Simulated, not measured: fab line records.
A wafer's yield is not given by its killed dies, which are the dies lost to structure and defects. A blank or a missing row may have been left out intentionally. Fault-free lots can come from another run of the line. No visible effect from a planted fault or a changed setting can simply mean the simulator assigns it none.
Split-lot experiment :: flow n5 finfet :: 7 lots, 39 wafers read, on a route of 1938 steps

## ABOUT THE SPLIT
At N5_MOL_CONTACT_COAG_VIA_ETCH_117 (etches SiO2 in C4F6/O2, target depth 40 nm, overetch 8 nm, time 26 s), the setting bias w was moved away from the recipe's 455 W on 9 of the 39 wafers read, by -17.5% to +11.1%. This setting was run at the recipe's value on the other wafers.

The split's own step is where the reading is taken.

## THE READING
rf vpp V, in V, at N5_MOL_CONTACT_COAG_VIA_ETCH_117 (etches SiO2 in C4F6/O2, target depth 40 nm, overetch 8 nm, time 26 s). A value of 1607 V with a standard deviation of 30 V is what fault-free wafers of this fab line usually give.

wafer: L079.1
tool, chamber at the split: rie diel-05, 3
bias w as run, W: 455
against the recipe: recipe
rf vpp V, V: 1625
against lot-mates on the recipe: -

wafer: L079.2
tool, chamber at the split: rie diel-05, 2
bias w as run, W: 455
against the recipe: recipe
rf vpp V, V: 1597
against lot-mates on the recipe: -

wafer: L079.3
tool, chamber at the split: rie diel-05, 1
bias w as run, W: 455
against the recipe: recipe
rf vpp V, V: 1649
against lot-mates on the recipe: -

wafer: L084.1
tool, chamber at the split: rie diel-05, 0
bias w as run, W: 455
against the recipe: recipe
rf vpp V, V: 1563
against lot-mates on the recipe: -

wafer: L084.2
tool, chamber at the split: rie diel-05, 1
bias w as run, W: 505.4
against the recipe: +11.1%
rf vpp V, V: 1781
against lot-mates on the recipe: +197

wafer: L084.3
tool, chamber at the split: rie diel-05, 3
bias w as run, W: 455
against the recipe: recipe
rf vpp V, V: 1625
against lot-mates on the recipe: -

wafer: L084.4
tool, chamber at the split: rie diel-05, 3
bias w as run, W: 505.4
against the recipe: +11.1%
rf vpp V, V: 1755
against lot-mates on the recipe: +171

wafer: L084.5
tool, chamber at the split: rie diel-05, 1
bias w as run, W: 505.4
against the recipe: +11.1%
rf vpp V, V: 1780
against lot-mates on the recipe: +196

wafer: L084.6
tool, chamber at the split: rie diel-05, 0
bias w as run, W: 455
against the recipe: recipe
rf vpp V, V: 1564
against lot-mates on the recipe: -

wafer: L085.1
tool, chamber at the split: rie diel-05, 1
bias w as run, W: 455
against the recipe: recipe
rf vpp V, V: 1647
against lot-mates on the recipe: -

wafer: L085.2
tool, chamber at the split: rie diel-05, 3
bias w as run, W: 455
against the recipe: recipe
rf vpp V, V: 1625
against lot-mates on the recipe: -

wafer: L085.3
tool, chamber at the split: rie diel-05, 0
bias w as run, W: 455
against the recipe: recipe
rf vpp V, V: 1563
against lot-mates on the recipe: -

wafer: L085.4
tool, chamber at the split: rie diel-05, 2
bias w as run, W: 455
against the recipe: recipe
rf vpp V, V: 1596
against lot-mates on the recipe: -

wafer: L085.5
tool, chamber at the split: rie diel-05, 3
bias w as run, W: 455
against the recipe: recipe
rf vpp V, V: 1624
against lot-mates on the recipe: -

wafer: L085.6
tool, chamber at the split: rie diel-05, 2
bias w as run, W: 455
against the recipe: recipe
rf vpp V, V: 1596
against lot-mates on the recipe: -

wafer: L086.1
tool, chamber at the split: rie diel-01, 3
bias w as run, W: 375.4
against the recipe: -17.5%
rf vpp V, V: 1363
against lot-mates on the recipe: -258

wafer: L086.2
tool, chamber at the split: rie diel-01, 1
bias w as run, W: 455
against the recipe: recipe
rf vpp V, V: 1631
against lot-mates on the recipe: -

wafer: L086.3
tool, chamber at the split: rie diel-01, 0
bias w as run, W: 375.4
against the recipe: -17.5%
rf vpp V, V: 1402
against lot-mates on the recipe: -219

wafer: L086.4
tool, chamber at the split: rie diel-01, 2
bias w as run, W: 455
against the recipe: recipe
rf vpp V, V: 1616
against lot-mates on the recipe: -

wafer: L086.5
tool, chamber at the split: rie diel-01, 1
bias w as run, W: 375.4
against the recipe: -17.5%
rf vpp V, V: 1411
against lot-mates on the recipe: -210

wafer: L086.6
tool, chamber at the split: rie diel-01, 2
bias w as run, W: 455
against the recipe: recipe
rf vpp V, V: 1617
against lot-mates on the recipe: -

wafer: L087.1
tool, chamber at the split: rie diel-05, 0
bias w as run, W: 455
against the recipe: recipe
rf vpp V, V: 1564
against lot-mates on the recipe: -

wafer: L087.2
tool, chamber at the split: rie diel-05, 2
bias w as run, W: 455
against the recipe: recipe
rf vpp V, V: 1596
against lot-mates on the recipe: -

wafer: L087.3
tool, chamber at the split: rie diel-05, 3
bias w as run, W: 455
against the recipe: recipe
rf vpp V, V: 1622
against lot-mates on the recipe: -

wafer: L087.4
tool, chamber at the split: rie diel-05, 1
bias w as run, W: 455
against the recipe: recipe
rf vpp V, V: 1647
against lot-mates on the recipe: -

wafer: L087.5
tool, chamber at the split: rie diel-05, 1
bias w as run, W: 455
against the recipe: recipe
rf vpp V, V: 1647
against lot-mates on the recipe: -

wafer: L087.6
tool, chamber at the split: rie diel-05, 0
bias w as run, W: 455
against the recipe: recipe
rf vpp V, V: 1564
against lot-mates on the recipe: -

wafer: L096.1
tool, chamber at the split: rie diel-01, 0
bias w as run, W: 381.8
against the recipe: -16.1%
rf vpp V, V: 1444
against lot-mates on the recipe: -161

wafer: L096.2
tool, chamber at the split: rie diel-01, 2
bias w as run, W: 381.8
against the recipe: -16.1%
rf vpp V, V: 1415
against lot-mates on the recipe: -190

wafer: L096.3
tool, chamber at the split: rie diel-01, 1
bias w as run, W: 381.8
against the recipe: -16.1%
rf vpp V, V: 1428
against lot-mates on the recipe: -177

wafer: L096.4
tool, chamber at the split: rie diel-01, 3
bias w as run, W: 455
against the recipe: recipe
rf vpp V, V: 1573
against lot-mates on the recipe: -

wafer: L096.5
tool, chamber at the split: rie diel-01, 2
bias w as run, W: 455
against the recipe: recipe
rf vpp V, V: 1613
against lot-mates on the recipe: -

wafer: L096.6
tool, chamber at the split: rie diel-01, 1
bias w as run, W: 455
against the recipe: recipe
rf vpp V, V: 1630
against lot-mates on the recipe: -

wafer: L097.1
tool, chamber at the split: rie diel-01, 3
bias w as run, W: 455
against the recipe: recipe
rf vpp V, V: 1575
against lot-mates on the recipe: -

wafer: L097.2
tool, chamber at the split: rie diel-01, 1
bias w as run, W: 455
against the recipe: recipe
rf vpp V, V: 1630
against lot-mates on the recipe: -

wafer: L097.3
tool, chamber at the split: rie diel-01, 2
bias w as run, W: 455
against the recipe: recipe
rf vpp V, V: 1614
against lot-mates on the recipe: -

wafer: L097.4
tool, chamber at the split: rie diel-01, 0
bias w as run, W: 455
against the recipe: recipe
rf vpp V, V: 1644
against lot-mates on the recipe: -

wafer: L097.5
tool, chamber at the split: rie diel-01, 3
bias w as run, W: 455
against the recipe: recipe
rf vpp V, V: 1574
against lot-mates on the recipe: -

wafer: L097.6
tool, chamber at the split: rie diel-01, 0
bias w as run, W: 455
against the recipe: recipe
rf vpp V, V: 1644
against lot-mates on the recipe: -

FIT RESULTS
A straight line over all 39 wafers: rf vpp V changes by +12.5 V for each +1% of bias w; r = +0.95; the points scatter about the line by 29 V.
The same after taking each lot's own level away (the mean of its wafers on the recipe; 39 wafers): +13.2 V for each +1%; r = +0.96; scatter 30 V.
That fit puts the effect of the largest move of bias w on the reading at 2.3e+02 V.
The span of the lots' own levels, 1584.0 to 1623.7 V, comes to 1.3 times the standard deviation stated above.
Hence the lot-to-lot level has little effect on the slope; both slopes agree.
Check: -219 V against its lot-mates is what the line predicts for one of the wafers moved furthest among these (-17.5%) when that wafer is left out of the fit. Against them it came out at -258 V.
Tool readings at the split's step, against how far the setting was moved: rf vpp V r = +0.95.

## OTHER SPLITS APPLIED TO THESE WAFERS
Note: prior to the reading, these wafers also went through further splits. Each is held against what the fit with the lots' levels taken away leaves over:
other split on the same wafers: N5_HKMG_FIN_ETCH_54 source w
wafers away from the commonest value: 15
r with rf vpp V (lot level and that fit taken away): +0.08

other split on the same wafers: N5_HKMG_FIN_ETCH_32 bias w
wafers away from the commonest value: 18
r with rf vpp V (lot level and that fit taken away): +0.02

other split on the same wafers: N5_GATE_CUT_HM_DEP_46 time s
wafers away from the commonest value: 15
r with rf vpp V (lot level and that fit taken away): -0.15

other split on the same wafers: N5_MOL_CONTACT_COAG_ALD_27 time s
wafers away from the commonest value: 15
r with rf vpp V (lot level and that fit taken away): -0.02

## FILE'S OWN FIT
rf vpp V changes by +13 V for each +1% of bias w, r = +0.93.
